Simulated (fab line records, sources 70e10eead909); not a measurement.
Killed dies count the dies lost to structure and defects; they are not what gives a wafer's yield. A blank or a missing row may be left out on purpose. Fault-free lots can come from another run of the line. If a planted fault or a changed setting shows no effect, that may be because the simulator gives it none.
fab line records	flow nand_harc
record lots=24	wafers=72	last_day=33
route steps=1302 shown A_CONTACT@1053
lots with no fault: from the same line, run without faults
start_h: hours from the record's opening day to when the first of the lot's shown wafers began	wait_h: hours from the lot's prior step to this one	" identical to the entry in the row above	L1.1+2: a single row standing in for several wafers	- value missing, or start not given	* or withheld: withheld	< > ~ a bound
route shown NAME@n: NAME is a module with steps in the file, n the number in the route of the first one	usual: mean and standard deviation over wafers with no fault	same: alike in all rows	chamber/n: place in a boat	sites: the reading at each site	_std_site: the standard deviation of these	_edge_site: inner sites' mean taken away from outer sites' mean	radius_mm: for every site, how far away it sits from the centre of the wafer	mask NAME#n: copy n	behind: tool/chamber where the wafer was last shaped	hold: cause of the lot's hold/its duration in hours/its outcome	device: the n, p or np transistor that did not switch	end of line: the tests these same wafers got at the end of their route	step lacking rows: just its recipe	killed: dies lost to structure and defects at the first sort, not the wafer's yield	map: per-die view of a wafer (x killed, . not killed, _ where there is no die)
set.NAME: the setting that was run; set.NAME@STEP: the one run at that earlier step	model.NAME: the simulator's own value behind a step, which no gauge read
steps of the route over a sample of lots; a table a step, a row a wafer
services: from which hour (start_h, from the record's first day; less than 0 if before it) a tool's chamber was out of use, for how many hours, and why
## steps
# step NHARC_A_CONTACT_ETCH_130
# recipe source_w=withheld	pressure_mtorr=20	bias_v=3000	time_s=197	target_depth_a=19180	ar_flow_sccm=withheld	c4f8_flow_sccm=withheld	o2_flow_sccm=withheld	chemistry=C4F8/O2/Ar
lot.wafer	tool	chamber	start_h	wait_h	rf_hours_counter_h
L074.2	har_cap_etch-03	0	504.87	0.1	41
L074.4	"	1	"	"	-
L074.5	"	1	"	"	-
L075.2	har_cap_etch-02	1	505.50	0.2	86
L075.3	"	0	"	"	-
L075.6	"	0	"	"	-
L076.1	har_cap_etch-01	1	522.02	0.2	1
L076.2	"	0	"	"	1
L076.3	"	0	"	"	-
L077.1	har_cap_etch-03	1	539.64	0.1	49
L077.2	"	0	"	"	49
L077.5	"	0	"	"	-
L078.3	har_cap_etch-01	1	547.01	0.1	-
L078.4	"	0	"	"	-
L078.6	"	1	"	"	-
L080.1	har_cap_etch-01	0	553.39	0.1	7
L080.3	"	1	"	"	-
L080.5	"	1	"	"	-
L079.1	har_cap_etch-03	1	558.59	0.2	53
L079.3	"	1	"	"	-
L079.4	"	0	"	"	-
L081.3	har_cap_etch-03	1	585.97	0.1	-
L081.5	"	1	"	"	-
L081.6	"	0	"	"	-
L083.2	har_cap_etch-01	0	586.80	0.1	12
L083.4	"	0	"	"	-
L083.3	"	1	"	"	-
L082.4	har_cap_etch-02	0	589.95	0.1	-
L082.3	"	1	"	"	-
L082.6	"	0	"	"	-
L085.1	har_cap_etch-03	0	615.99	0.1	62
L085.4	"	0	"	"	-
L085.6	"	0	"	"	-
L084.1	har_cap_etch-01	0	616.67	0.1	18
L084.5	"	1	"	"	-
L084.6	"	0	"	"	-
L086.4	har_cap_etch-03	1	628.52	0.1	-
L086.3	"	0	"	"	-
L086.6	"	0	"	"	-
L087.3	har_cap_etch-02	0	635.77	0.1	-
L087.4	"	1	"	"	-
L087.6	"	0	"	"	-
L088.2	har_cap_etch-01	0	645.16	0.1	23
L088.3	"	1	"	"	-
L088.5	"	1	"	"	-
L089.3	har_cap_etch-02	1	646.99	0.1	-
L089.6	"	0	"	"	-
L089.5	"	1	"	"	-
L091.2	har_cap_etch-01	0	671.10	0.1	26
L091.5	"	1	"	"	-
L091.6	"	0	"	"	-
L090.2	har_cap_etch-02	1	676.78	0.1	117
L090.6	"	0	"	"	-
L090.5	"	1	"	"	-
L092.2	har_cap_etch-02	1	696.24	0.1	120
L092.4	"	1	"	"	-
L092.5	"	1	"	"	-
L093.2	har_cap_etch-01	1	702.48	0.1	30
L093.1	"	0	"	"	30
L093.5	"	0	"	"	-
L096.2	har_cap_etch-01	1	717.74	0.1	35
L096.1	"	0	"	"	35
L096.4	"	0	"	"	-
L095.4	har_cap_etch-03	0	718.75	0.1	-
L095.5	"	1	"	"	-
L095.6	"	0	"	"	-
L097.1	har_cap_etch-02	0	721.59	0.1	126
L097.3	"	0	"	"	-
L097.5	"	0	"	"	-
L094.1	har_cap_etch-03	0	726.62	0.1	83
L094.3	"	1	"	"	-
L094.5	"	0	"	"	-
# step NHARC_A_CONTACT_ETCH_132
# recipe source_w=withheld	pressure_mtorr=20	bias_v=3000	time_s=197	target_depth_a=19240	ar_flow_sccm=withheld	c4f8_flow_sccm=withheld	o2_flow_sccm=withheld	chemistry=C4F8/O2/Ar
lot.wafer	tool	chamber	start_h	wait_h	rf_hours_counter_h
L074.2	har_cap_etch-03	0	505.22	0.1	42
L074.4	"	1	"	"	-
L074.5	"	1	"	"	-
L075.2	har_cap_etch-02	1	505.97	0.2	86
L075.3	"	0	"	"	-
L075.6	"	0	"	"	-
L076.1	har_cap_etch-01	1	522.49	0.2	1
L076.2	"	0	"	"	1
L076.3	"	0	"	"	-
L077.1	har_cap_etch-03	1	539.99	0.1	49
L077.2	"	0	"	"	49
L077.5	"	0	"	"	-
L078.3	har_cap_etch-01	1	547.36	0.1	-
L078.4	"	0	"	"	-
L078.6	"	1	"	"	-
L080.1	har_cap_etch-01	0	553.74	0.1	7
L080.3	"	1	"	"	-
L080.5	"	1	"	"	-
L079.1	har_cap_etch-03	1	559.06	0.2	53
L079.3	"	1	"	"	-
L079.4	"	0	"	"	-
L081.3	har_cap_etch-03	1	586.33	0.1	-
L081.5	"	1	"	"	-
L081.6	"	0	"	"	-
L083.2	har_cap_etch-01	0	587.15	0.1	13
L083.4	"	0	"	"	-
L083.3	"	1	"	"	-
L082.4	har_cap_etch-02	0	590.30	0.1	-
L082.3	"	1	"	"	-
L082.6	"	0	"	"	-
L085.1	har_cap_etch-03	0	616.35	0.1	63
L085.4	"	0	"	"	-
L085.6	"	0	"	"	-
L084.1	har_cap_etch-01	0	617.02	0.1	18
L084.5	"	1	"	"	-
L084.6	"	0	"	"	-
L086.4	har_cap_etch-03	1	628.87	0.1	-
L086.3	"	0	"	"	-
L086.6	"	0	"	"	-
L087.3	har_cap_etch-02	0	636.12	0.1	-
L087.4	"	1	"	"	-
L087.6	"	0	"	"	-
L088.2	har_cap_etch-01	0	645.51	0.1	23
L088.3	"	1	"	"	-
L088.5	"	1	"	"	-
L089.3	har_cap_etch-02	1	647.34	0.1	-
L089.6	"	0	"	"	-
L089.5	"	1	"	"	-
L091.2	har_cap_etch-01	0	671.45	0.1	26
L091.5	"	1	"	"	-
L091.6	"	0	"	"	-
L090.2	har_cap_etch-02	1	677.13	0.1	117
L090.6	"	0	"	"	-
L090.5	"	1	"	"	-
L092.2	har_cap_etch-02	1	696.60	0.1	120
L092.4	"	1	"	"	-
L092.5	"	1	"	"	-
L093.2	har_cap_etch-01	1	702.84	0.1	30
L093.1	"	0	"	"	30
L093.5	"	0	"	"	-
L096.2	har_cap_etch-01	1	718.09	0.1	35
L096.1	"	0	"	"	35
L096.4	"	0	"	"	-
L095.4	har_cap_etch-03	0	719.10	0.1	-
L095.5	"	1	"	"	-
L095.6	"	0	"	"	-
L097.1	har_cap_etch-02	0	721.94	0.1	126
L097.3	"	0	"	"	-
L097.5	"	0	"	"	-
L094.1	har_cap_etch-03	0	726.97	0.1	83
L094.3	"	1	"	"	-
L094.5	"	0	"	"	-
# step NHARC_A_CONTACT_ETCH_133
# recipe source_w=withheld	pressure_mtorr=20	bias_v=400	time_s=374	target_depth_a=16100	ar_flow_sccm=withheld	c4f8_flow_sccm=11.5	o2_flow_sccm=7.2	chemistry=C4F8/O2/Ar
lot.wafer	tool	chamber	start_h	wait_h	rf_hours_counter_h
L074.2	har_cap_etch-03	0	505.44	0.2	42
L074.4	"	1	"	"	-
L074.5	"	1	"	"	-
L075.2	har_cap_etch-02	1	506.26	0.3	87
L075.3	"	0	"	"	-
L075.6	"	0	"	"	-
L076.1	har_cap_etch-01	1	522.73	0.2	1
L076.2	"	0	"	"	1
L076.3	"	0	"	"	-
L077.1	har_cap_etch-03	1	540.17	0.1	49
L077.2	"	0	"	"	49
L077.5	"	0	"	"	-
L078.3	har_cap_etch-01	1	547.61	0.2	-
L078.4	"	0	"	"	-
L078.6	"	1	"	"	-
L080.1	har_cap_etch-01	0	553.96	0.2	7
L080.3	"	1	"	"	-
L080.5	"	1	"	"	-
L079.1	har_cap_etch-03	1	559.30	0.2	53
L079.3	"	1	"	"	-
L079.4	"	0	"	"	-
L081.3	har_cap_etch-03	1	586.59	0.2	-
L081.5	"	1	"	"	-
L081.6	"	0	"	"	-
L083.2	har_cap_etch-01	0	587.33	0.1	13
L083.4	"	0	"	"	-
L083.3	"	1	"	"	-
L082.4	har_cap_etch-02	0	590.56	0.2	-
L082.3	"	1	"	"	-
L082.6	"	0	"	"	-
L085.1	har_cap_etch-03	0	616.56	0.2	63
L085.4	"	0	"	"	-
L085.6	"	0	"	"	-
L084.1	har_cap_etch-01	0	617.24	0.2	18
L084.5	"	1	"	"	-
L084.6	"	0	"	"	-
L086.4	har_cap_etch-03	1	629.13	0.2	-
L086.3	"	0	"	"	-
L086.6	"	0	"	"	-
L087.3	har_cap_etch-02	0	636.38	0.2	-
L087.4	"	1	"	"	-
L087.6	"	0	"	"	-
L088.2	har_cap_etch-01	0	645.73	0.2	23
L088.3	"	1	"	"	-
L088.5	"	1	"	"	-
L089.3	har_cap_etch-02	1	647.65	0.3	-
L089.6	"	0	"	"	-
L089.5	"	1	"	"	-
L091.2	har_cap_etch-01	0	671.67	0.2	27
L091.5	"	1	"	"	-
L091.6	"	0	"	"	-
L090.2	har_cap_etch-02	1	677.35	0.2	117
L090.6	"	0	"	"	-
L090.5	"	1	"	"	-
L092.2	har_cap_etch-02	1	696.81	0.2	120
L092.4	"	1	"	"	-
L092.5	"	1	"	"	-
L093.2	har_cap_etch-01	1	703.01	0.1	31
L093.1	"	0	"	"	31
L093.5	"	0	"	"	-
L096.2	har_cap_etch-01	1	718.26	0.1	35
L096.1	"	0	"	"	35
L096.4	"	0	"	"	-
L095.4	har_cap_etch-03	0	719.40	0.3	-
L095.5	"	1	"	"	-
L095.6	"	0	"	"	-
L097.1	har_cap_etch-02	0	722.12	0.1	127
L097.3	"	0	"	"	-
L097.5	"	0	"	"	-
L094.1	har_cap_etch-03	0	727.14	0.1	84
L094.3	"	1	"	"	-
L094.5	"	0	"	"	-
# step NHARC_A_CONTACT_ETCH_91
# recipe target_depth_a=400	over_etch_frac=0.5	time_s=85.7	ion_energy_ev=120	ch3f_flow_sccm=50	o2_flow_sccm=30	ar_flow_sccm=200	rf_w=500	bias_w=100	chemistry=CH3F/O2
# usual drypump_motor_current_A=5.8/0.49	oes_product_au=0.94/0.031	rf_vpp_V=244.3/1.6	showerhead_plenum_p_Torr=2.46/0.096	throttle_valve_pct=20.663/0.0094
lot.wafer	tool	chamber	start_h	wait_h	drypump_motor_current_A	oes_product_au	rf_hours_counter_h	rf_vpp_V	showerhead_plenum_p_Torr	throttle_valve_pct
L074.2	rie_diel-11	2	506.18	0.7	5.5	0.93	10	244.9	2.50	20.665
L074.4	"	3	"	"	6.5	0.93	10	242.9	2.32	20.653
L074.5	"	1	"	"	5.5	0.93	-	244.0	2.49	20.674
L075.3	rie_diel-11	0	507.09	0.6	5.2	0.92	12	246.7	2.55	20.664
L075.2	"	3	"	"	6.5	0.93	10	242.0	2.32	20.652
L075.6	"	1	"	"	5.5	0.93	-	244.9	2.49	20.662
L076.1	rie_diel-11	3	523.66	0.8	6.6	0.93	13	242.8	2.32	20.659
L076.2	"	1	"	"	5.5	0.93	16	244.0	2.48	20.652
L076.3	"	2	"	"	5.4	0.93	14	243.8	2.50	20.677
L077.2	rie_diel-08	3	540.97	0.7	6.0	0.93	55	246.1	2.59	20.651
L077.1	"	1	"	"	5.7	0.91	51	245.0	2.38	20.662
L077.5	"	2	"	"	6.2	0.92	-	244.4	2.47	20.676
L078.4	rie_diel-03	3	548.27	0.5	6.2	1.00	26	246.5	2.60	20.656
L078.3	"	1	"	"	5.6	1.00	29	243.7	2.53	20.672
L078.6	"	3	"	"	6.2	1.01	-	246.9	2.60	20.654
L080.1	rie_diel-11	0	554.68	0.6	5.2	0.94	21	245.9	2.55	20.665
L080.3	"	2	"	"	5.5	0.94	22	245.9	2.50	20.664
L080.5	"	0	"	"	5.2	0.95	-	246.2	2.55	20.657
L079.3	rie_diel-11	2	560.22	0.6	5.5	0.93	22	244.5	2.49	20.662
L079.1	"	0	"	"	5.2	0.92	22	245.2	2.55	20.639
L079.4	"	1	"	"	5.5	0.91	24	244.0	2.48	20.654
L081.3	rie_diel-03	0	587.23	0.6	5.7	1.00	49	243.4	2.37	20.683
L081.5	"	0	"	"	5.7	0.99	-	243.0	2.37	20.656
L081.6	"	1	"	"	5.6	1.00	-	246.2	2.52	20.666
L083.3	rie_diel-03	3	588.11	0.5	6.2	0.94	41	245.1	2.59	20.667
L083.4	"	1	"	"	5.6	0.92	42	245.1	2.52	20.665
L083.2	"	2	"	"	6.5	0.93	38	242.4	2.34	20.676
L082.4	rie_diel-11	0	591.21	0.6	5.2	0.94	26	245.5	2.55	20.651
L082.3	"	2	"	"	5.4	0.94	27	246.8	2.49	20.680
L082.6	"	1	"	"	5.5	0.92	-	245.2	2.48	20.649
L085.1	rie_diel-03	3	617.29	0.7	6.2	0.92	49	246.2	2.59	20.665
L085.4	"	1	"	"	5.6	0.93	52	243.7	2.52	20.673
L085.6	"	2	"	"	6.5	0.92	-	242.3	2.33	20.654
L084.1	rie_diel-03	2	618.03	0.7	6.4	0.93	48	242.7	2.33	20.662
L084.5	"	2	"	"	6.4	0.93	-	241.8	2.33	20.663
L084.6	"	3	"	"	6.2	0.93	-	246.1	2.59	20.669
L086.3	rie_diel-08	0	629.78	0.5	6.4	0.93	21	244.6	2.38	20.675
L086.4	"	3	"	"	6.0	0.93	22	246.5	2.58	20.654
L086.6	"	1	"	"	5.7	0.93	-	244.1	2.37	20.662
L087.3	rie_diel-11	3	637.04	0.6	6.6	0.92	3	241.8	2.31	20.667
L087.4	"	1	"	"	5.5	0.93	3	245.5	2.48	20.657
L087.6	"	3	"	"	6.6	0.92	-	242.5	2.31	20.664
L088.2	rie_diel-03	2	646.44	0.6	6.4	1.01	0	242.3	2.33	20.657
L088.3	"	0	"	"	5.7	1.02	0	242.7	2.37	20.676
L088.5	"	2	"	"	6.4	1.00	-	242.0	2.33	20.668
L089.3	rie_diel-11	0	648.22	0.5	5.2	0.93	6	245.3	2.55	20.667
L089.5	"	0	"	"	5.2	0.92	-	245.7	2.55	20.658
L089.6	"	1	"	"	5.4	0.92	-	246.0	2.47	20.663
L091.2	rie_diel-03	3	672.40	0.7	6.2	0.93	8	245.1	2.58	20.668
L091.6	"	2	"	"	6.5	0.93	-	243.2	2.33	20.673
L091.5	"	3	"	"	6.2	0.94	-	246.0	2.58	20.667
L090.2	rie_diel-08	1	678.09	0.7	5.7	0.92	44	243.6	2.36	20.670
L090.5	"	3	"	"	6.1	0.92	-	245.0	2.57	20.675
L090.6	"	0	"	"	6.4	0.92	-	242.2	2.37	20.646
L092.4	rie_diel-11	3	697.53	0.5	6.5	0.92	12	243.4	2.31	20.668
L092.2	"	1	"	"	5.5	0.91	13	245.3	2.47	20.667
L092.5	"	3	"	"	6.6	0.92	-	241.9	2.31	20.652
L093.1	rie_diel-03	2	703.85	0.7	6.4	1.01	20	243.2	2.32	20.664
L093.2	"	0	"	"	5.7	1.01	15	240.2	2.36	20.664
L093.5	"	3	"	"	6.2	1.01	-	245.9	2.58	20.666
L096.4	rie_diel-11	0	719.05	0.5	5.2	0.92	15	244.0	2.54	20.668
L096.2	"	1	"	"	5.5	0.92	17	244.6	2.47	20.649
L096.1	"	2	"	"	5.4	0.92	18	244.9	2.48	20.656
L095.4	rie_diel-11	2	720.02	0.5	5.4	0.93	18	246.3	2.48	20.660
L095.6	"	3	"	"	6.6	0.93	-	241.8	2.31	20.662
L095.5	"	0	"	"	5.2	0.93	-	245.4	2.54	20.674
L097.3	rie_diel-11	0	722.92	0.6	5.2	0.92	16	245.2	2.54	20.679
L097.1	"	2	"	"	5.4	0.92	18	244.5	2.48	20.669
L097.5	"	1	"	"	5.5	0.92	-	245.0	2.47	20.667
L094.3	rie_diel-11	0	727.97	0.5	5.2	0.93	18	245.0	2.54	20.668
L094.1	"	1	"	"	5.5	0.91	19	245.7	2.47	20.646
L094.5	"	1	"	"	5.4	0.92	-	244.2	2.47	20.664
# step NHARC_A_CONTACT_ETCH_139
# recipe source_w=withheld	pressure_mtorr=20	bias_v=400	time_s=195	target_depth_a=8400	ar_flow_sccm=withheld	c4f8_flow_sccm=11.5	o2_flow_sccm=7.2	chemistry=C4F8/O2/Ar
lot.wafer	tool	chamber	start_h	wait_h	rf_hours_counter_h
L074.2	har_cap_etch-03	1	514.52	0.2	45
L074.4	"	1	"	"	-
L074.5	"	0	"	"	-
L075.2	har_cap_etch-02	1	514.73	0.2	89
L075.3	"	0	"	"	-
L075.6	"	1	"	"	-
L076.2	har_cap_etch-02	1	530.04	0.2	91
L076.1	"	0	"	"	91
L076.3	"	1	"	"	-
L077.2	har_cap_etch-02	0	548.56	0.2	94
L077.1	"	1	"	"	94
L077.5	"	0	"	"	-
L078.4	har_cap_etch-02	0	554.56	0.2	-
L078.3	"	1	"	"	-
L078.6	"	1	"	"	-
L080.1	har_cap_etch-01	1	560.86	0.2	9
L080.3	"	1	"	"	-
L080.5	"	1	"	"	-
L079.1	har_cap_etch-02	1	570.15	0.2	97
L079.4	"	0	"	"	-
L079.3	"	1	"	"	-
L081.3	har_cap_etch-03	1	595.49	0.2	-
L081.5	"	1	"	"	-
L081.6	"	0	"	"	-
L083.2	har_cap_etch-01	0	595.73	0.3	14
L083.3	"	1	"	"	-
L083.4	"	0	"	"	-
L082.4	har_cap_etch-02	1	597.41	0.2	-
L082.3	"	0	"	"	-
L082.6	"	1	"	"	-
L084.1	har_cap_etch-01	1	630.79	0.2	20
L084.6	"	1	"	"	-
L084.5	"	0	"	"	-
L085.1	har_cap_etch-02	1	630.91	0.2	108
L085.4	"	0	"	"	-
L085.6	"	0	"	"	-
L086.3	har_cap_etch-02	0	638.57	0.2	-
L086.4	"	1	"	"	-
L086.6	"	0	"	"	-
L087.3	har_cap_etch-03	1	643.39	0.2	-
L087.4	"	0	"	"	-
L087.6	"	1	"	"	-
L088.2	har_cap_etch-03	0	653.12	0.2	70
L088.3	"	1	"	"	-
L088.5	"	0	"	"	-
L089.3	har_cap_etch-01	1	654.47	0.2	-
L089.5	"	1	"	"	-
L089.6	"	0	"	"	-
L091.2	har_cap_etch-03	0	680.67	0.2	73
L091.6	"	1	"	"	-
L091.5	"	0	"	"	-
L090.2	har_cap_etch-02	0	687.53	0.2	119
L090.5	"	0	"	"	-
L090.6	"	1	"	"	-
L092.2	har_cap_etch-01	0	707.23	0.2	32
L092.4	"	0	"	"	-
L092.5	"	1	"	"	-
L093.2	har_cap_etch-01	0	711.01	0.2	33
L093.1	"	1	"	"	33
L093.5	"	0	"	"	-
L096.1	har_cap_etch-01	0	725.33	0.2	37
L096.2	"	1	"	"	37
L096.4	"	1	"	"	-
L095.4	har_cap_etch-02	1	727.20	0.2	-
L095.5	"	0	"	"	-
L095.6	"	1	"	"	-
L097.1	har_cap_etch-01	0	731.82	0.3	38
L097.3	"	1	"	"	-
L097.5	"	1	"	"	-
L094.1	har_cap_etch-03	0	734.41	0.2	85
L094.3	"	0	"	"	-
L094.5	"	0	"	"	-
# step NHARC_A_CONTACT_ALD_18
# recipe target_thk_a=30	pulse_time_s=1	ald_cycles=150	temp_c=450	material=TiN
# usual heater_power_w=1159/100	precursor_pulse_height_rel=0.997/0.019
lot.wafer	tool	chamber	start_h	wait_h	heater_power_w	precursor_pulse_height_rel
L074.2	ald_metal-04	2	516.24	-	1223	1.005
L074.4	"	0	"	"	996	1.000
L074.5	"	2	"	"	1236	0.956
L075.2	ald_metal-01	1	516.98	-	1043	1.007
L075.3	"	3	"	"	1240	0.970
L075.6	"	2	"	"	1261	0.969
L076.3	ald_metal-04	3	531.78	-	1095	1.001
L076.1	"	0	"	"	991	1.043
L076.2	"	1	"	"	1191	1.015
L077.1	ald_metal-01	2	550.30	-	1286	0.993
L077.2	"	0	"	"	1329	0.948
L077.5	"	2	"	"	1293	1.006
L078.4	ald_metal-04	2	556.18	-	1215	1.012
L078.3	"	0	"	"	991	0.961
L078.6	"	2	"	"	1240	0.979
L080.3	ald_metal-04	3	562.63	-	1128	1.006
L080.1	"	0	"	"	1008	0.979
L080.5	"	2	"	"	1243	1.001
L079.1	ald_metal-01	2	571.89	-	1273	0.992
L079.3	"	0	"	"	1316	1.012
L079.4	"	1	"	"	1038	1.011
L081.3	ald_metal-01	2	597.15	-	1288	1.010
L081.6	"	0	"	"	1346	0.994
L081.5	"	1	"	"	998	1.015
L083.4	ald_metal-03	0	597.47	-	1173	0.996
L083.2	"	1	"	"	1069	0.979
L083.3	"	3	"	"	1115	0.984
L082.3	ald_metal-04	2	599.05	-	1262	1.002
L082.4	"	3	"	"	1129	1.004
L082.6	"	2	"	"	1214	0.985
L085.1	ald_metal-04	0	632.59	-	1018	0.982
L085.4	"	3	"	"	1092	0.992
L085.6	"	0	"	"	997	1.007
L084.1	ald_metal-03	3	632.67	-	1137	0.958
L084.6	"	1	"	"	1060	1.006
L084.5	"	3	"	"	1127	0.997
L086.3	ald_metal-04	3	640.20	-	1102	1.020
L086.4	"	1	"	"	1197	0.982
L086.6	"	3	"	"	1090	0.977
L087.4	ald_metal-01	1	646.14	-	1022	0.998
L087.3	"	2	"	"	1344	0.966
L087.6	"	1	"	"	1028	0.992
L088.3	ald_metal-03	1	654.85	-	1038	0.999
L088.2	"	3	"	"	1166	0.994
L088.5	"	2	"	"	1095	1.002
L089.3	ald_metal-01	0	656.12	-	1320	1.005
L089.6	"	3	"	"	1240	1.000
L089.5	"	0	"	"	1366	0.948
L091.2	ald_metal-03	2	682.38	-	1055	1.017
L091.6	"	0	"	"	1169	1.020
L091.5	"	1	"	"	1068	1.023
L090.2	ald_metal-01	1	689.27	-	1019	0.993
L090.6	"	0	"	"	1345	0.989
L090.5	"	1	"	"	1023	0.980
L092.4	ald_metal-03	2	708.94	-	1067	0.997
L092.2	"	3	"	"	1126	0.977
L092.5	"	2	"	"	1073	0.971
L093.1	ald_metal-04	1	712.72	-	1222	1.016
L093.2	"	0	"	"	1044	0.975
L093.5	"	1	"	"	1201	1.042
L096.2	ald_metal-03	0	727.18	-	1194	1.013
L096.1	"	1	"	"	1070	0.996
L096.4	"	2	"	"	1089	1.008
L095.4	ald_metal-01	1	728.89	-	1095	1.025
L095.6	"	2	"	"	1233	0.979
L095.5	"	3	"	"	1261	1.009
L097.3	ald_metal-04	0	733.94	-	1080	1.021
L097.1	"	1	"	"	1204	1.010
L097.5	"	2	"	"	1209	0.996
L094.3	ald_metal-03	2	736.12	-	1070	0.996
L094.1	"	3	"	"	1116	1.007
L094.5	"	1	"	"	1053	0.991
## services
tool	chamber	start_h	hours	kind
rie_diel-03	3	490.72	4.6	repair
har_cap_etch-01	-	497.00	17.0	pm
rie_diel-03	-	503.76	0.7	repair
ald_metal-01	-	526.00	10.0	pm
har_cap_etch-02	-	533.87	0.6	repair
ald_metal-01	-	539.10	1.2	repair
ald_metal-03	-	550.23	0.5	repair
ald_metal-03	-	568.06	10.0	pm
ald_metal-04	-	576.44	4.5	repair
rie_diel-11	-	610.48	9.0	pm
ald_metal-01	-	611.73	0.3	repair
ald_metal-03	0	618.84	31.6	repair
ald_metal-03	2	622.68	20.0	repair
rie_diel-03	1	627.97	4.9	repair
rie_diel-03	0	632.52	12.3	repair
rie_diel-03	-	636.63	9.0	pm
ald_metal-01	1	646.44	9.2	repair
ald_metal-04	-	652.00	10.0	pm
har_cap_etch-03	-	653.46	0.8	repair
rie_diel-11	3	660.23	4.5	repair
rie_diel-11	1	672.14	4.0	repair
ald_metal-04	1	673.28	27.2	repair
ald_metal-01	-	704.00	10.0	pm
ald_metal-04	2	710.75	3.2	repair
## key
fault none
